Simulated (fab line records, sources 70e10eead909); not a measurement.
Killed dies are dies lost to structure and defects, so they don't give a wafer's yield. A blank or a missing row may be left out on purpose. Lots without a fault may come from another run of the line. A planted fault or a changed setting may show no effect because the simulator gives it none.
A struck lot beside a sound one | flow nand_harc | 14 steps out of a route of 1302
Sound: wafers L626.1, L626.2, L626.3. Struck: wafers L632.1, L632.2, L632.3. The cause comes at the end.
At each step with rows: each side's tool, then ch and its chambers, then its first start. Under that, the readings that differ: sound wafers | struck wafers | difference of the means | sigmas: that difference in standard deviations of wafers without a fault.
alike: readings whose means differ by less than 2 such deviations, and words and numbers that are the same on both sides. not compared: withheld readings, readings that some wafer has no value for, bounds like >300 that may hide the same value, and numbers for which the record gives no deviation and whose values overlap.
The two part at a step that has a row with sigmas, a row that says differs or no value, or rows on one side only. Numbers that don't overlap but have no deviation are shown without sigmas and don't part them. A reading that every wafer of one side lacks parts them only if that side has two wafers or more.

first, 4 steps without rows for these wafers: NHARC_A_STAIRCASE_EXPOSE_247 (exposes mask SDS 1); NHARC_A_STAIRCASE_PEB_248 (peb time 130 s); NHARC_A_STAIRCASE_DEVELOP_249 (time 140 s); NHARC_A_STAIRCASE_HARDBAKE_251 (time 140 s).
NHARC_A_STAIRCASE_DESCUM_252: chemistry O2, time 3 s.
  sound on rie_diel-06 ch 1,2,3, day 19 02:30; struck on rie_diel-06 ch 1,2,3, day 20 19:00
  reading                | sound    | struck   | difference | sigmas
  rf_hours_counter_h (h) | 45 47 46 | 59 56 60 | +12        |
  alike: drypump_motor_current_A, oes_product_au, rf_vpp_V, showerhead_plenum_p_Torr, throttle_valve_pct
NHARC_A_STAIRCASE_ETCH_253: etches the open film in C4F8/O2, target depth 50 nm, time 20.2 s.
  sound on rie_diel-06 ch 1,2,3, day 19 02:35; struck on rie_diel-06 ch 0,1,3, day 20 19:05
  alike: oes_product_au, rf_vpp_V
  not compared: rf_hours_counter_h
NHARC_A_STAIRCASE_STRIP_254: strips in O2.
  sound on plasma_asher-01 ch 0,1, day 19 02:41; struck on plasma_asher-02 ch 0,1, day 20 19:10
  alike: drypump_motor_current_A, heater_power_w
  not compared: rf_hours_counter_h
then, 3 steps without rows for these wafers: NHARC_A_STAIRCASE_STRIP_255 (strips in SPM, time 900 s); NHARC_A_STAIRCASE_PRECLEAN_256 (cleans in SC1); NHARC_A_STAIRCASE_SRD_257.
NHARC_A_STAIRCASE_HM_DEP_456: deposits aC, target thk 3100 nm.
  sound on acl_dep-02 ch 0, day 19 07:16; struck on acl_dep-03 ch 0, day 20 19:59
  reading              | sound                | struck | difference                    | sigmas
  susceptor_temp_C (C) | 400.14 400.04 399.95 | - - -  | no value on the struck wafers |
  alike: throttle_valve_pct
NHARC_A_STAIRCASE_DEP_259: deposits SiON, target thk 30 nm.
  sound on pecvd-02 ch 0,1,2, day 19 09:23; struck on pecvd-04 ch 0,1,2, day 20 21:49
  no value came back on the struck wafers for chamber_pressure_Torr (Torr), heater_power_outer_w (W), heater_power_w (W); on the sound wafers chamber_pressure_Torr (Torr) reads 3.518 3.489 3.495
then, 1 step without rows for these wafers: NHARC_A_STAIRCASE_DEHYDRATE_260 (time 120 s).
-- the record jumps here: 9 days lie between the struck wafers' starts before and after (it left off in module A_STAIRCASE and takes up again in module END, whose first step shown is number 1302 of the route) --
NHARC_END_SORT_01:
  the record has rows for the struck wafers here (prober-02 ch 0, day 29 16:37) and none for the sound ones

WHERE THEY PART
First at NHARC_A_STAIRCASE_HM_DEP_456; last, within this record, at NHARC_END_SORT_01.

WHY: what the simulator had put in
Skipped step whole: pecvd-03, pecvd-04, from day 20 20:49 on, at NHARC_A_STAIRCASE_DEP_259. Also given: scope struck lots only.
